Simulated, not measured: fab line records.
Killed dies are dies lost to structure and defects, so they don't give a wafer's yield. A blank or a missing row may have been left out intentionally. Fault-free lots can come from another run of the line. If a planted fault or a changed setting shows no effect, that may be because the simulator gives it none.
A lot that was struck, set against a sound lot -- flow nandHarc -- 14 steps out of a route of 1302
Sound: these wafers, L569.2, L569.4, L569.5. Wafers struck: L583.1, L583.3, L583.4. At the end, the cause is stated.
Order at every step that has rows: each side's tool, ch and its chambers, its first start. Under that, the readings that differ: sound wafers -- struck wafers -- difference of the means -- sigmas: that difference in standard deviations of wafers without a fault.
alike: same words and numbers on both sides, and readings whose means sit less than 2 such deviations apart. not compared: any withheld reading, any reading some wafer has no value for, any bound like >300 that may hide the same value, and any number with overlapping values for which the record gives no deviation.
The two part at a step that has a row with sigmas, a row that says differs or no value, or rows on one side only. Non-overlapping numbers with no deviation appear without sigmas and do not part them. Lack of a reading on every wafer of one side parts them only where that side has two or more wafers.

NHARC_A_SOURCE_PLATE_THK_MEAS_09: measures by ellipsometry.
  sound on filmMetro-01 at day 8 21:01; struck on filmMetro-02 at day 14 14:40
  alike: thkNm
then, 3 steps without rows for these wafers: NHARC_A_SOURCE_PLATE_PVD_04 (deposits WSi2, target thk 50 nm); NHARC_A_SOURCE_PLATE_CVD_03 (deposits poly-Si, target thk 200 nm, time 4000 s); NHARC_A_SOURCE_PLATE_ANNEAL_05 (time 1800 s).
NHARC_A_SOURCE_PLATE_THK_MEAS_06: measures by ellipsometry.
  sound on filmMetro-02 at day 9 11:24; struck on filmMetro-01 at day 15 04:49
  alike: thkNm
NHARC_A_SOURCE_PLATE_INSPECT_08:
  sound on defectInspect-01 at day 9 11:30; struck on defectInspect-02 at day 15 04:55
  alike: rawDefectCount
following that, 1 step holds no rows for these wafers, namely NHARC_A_ONON_D1_DEP_00 (target thickness 1000 nm).
NHARC_A_ONON_D1_THK_MEAS_02: measures by ellipsometry.
  sound on filmMetro-01 at day 9 12:05; struck on filmMetro-02 at day 15 05:30
reading,sound,struck,difference,sigmas
thkNm (nm),1011 1010 1010,994 991 990,-19,-2
following that, 1 step holds no rows for these wafers, namely NHARC_A_ONON_D1_DEP_03 (target thickness 1000 nm).
NHARC_A_ONON_D1_THK_MEAS_05: measures by ellipsometry.
  sound on filmMetro-02 at day 9 12:39; struck on filmMetro-02 at day 15 06:04
  alike: thkNm
NHARC_A_ONON_D1_DEP_06: target thk 1000 nm.
  sound on pecvdOnon-01 ch 0, day 9 12:46; struck on pecvdOnon-01 ch 0, day 15 06:07
  alike: sih4FlowSccm
NHARC_A_ONON_D1_THK_MEAS_08: measures by ellipsometry.
  sound on filmMetro-02 at day 9 13:13; struck on filmMetro-02 at day 15 06:38
reading,sound,struck,difference,sigmas
thkNm (nm),972 974 973,702 700 703,-271,-23
following that, 1 step holds no rows for these wafers, namely NHARC_A_ONON_D1_DEP_09 (target thickness 1000 nm).
-- jump in the record: it breaks off in module A_ONON_D1 and resumes in module END (first step shown: number 1302 of the route), and 17 days separate the struck wafers' starts before and after --
NHARC_END_SORT_01:
  sound on prober-01 ch 0, day 25 18:27; struck on prober-01 ch 0, day 32 06:04
reading,sound,struck,difference,sigmas
killedAtArray,32 34 34,676 673 673,+641,+29
killedDies,42 45 42,677 677 677,+634,+29
  alike: killedAtOther, killedAtPeriphery, killedOpen, killedShort

== WHERE THEY PART ==
First at NHARC_A_ONON_D1_THK_MEAS_02; last, within this record, at NHARC_END_SORT_01.

WHY: what the simulator had put in
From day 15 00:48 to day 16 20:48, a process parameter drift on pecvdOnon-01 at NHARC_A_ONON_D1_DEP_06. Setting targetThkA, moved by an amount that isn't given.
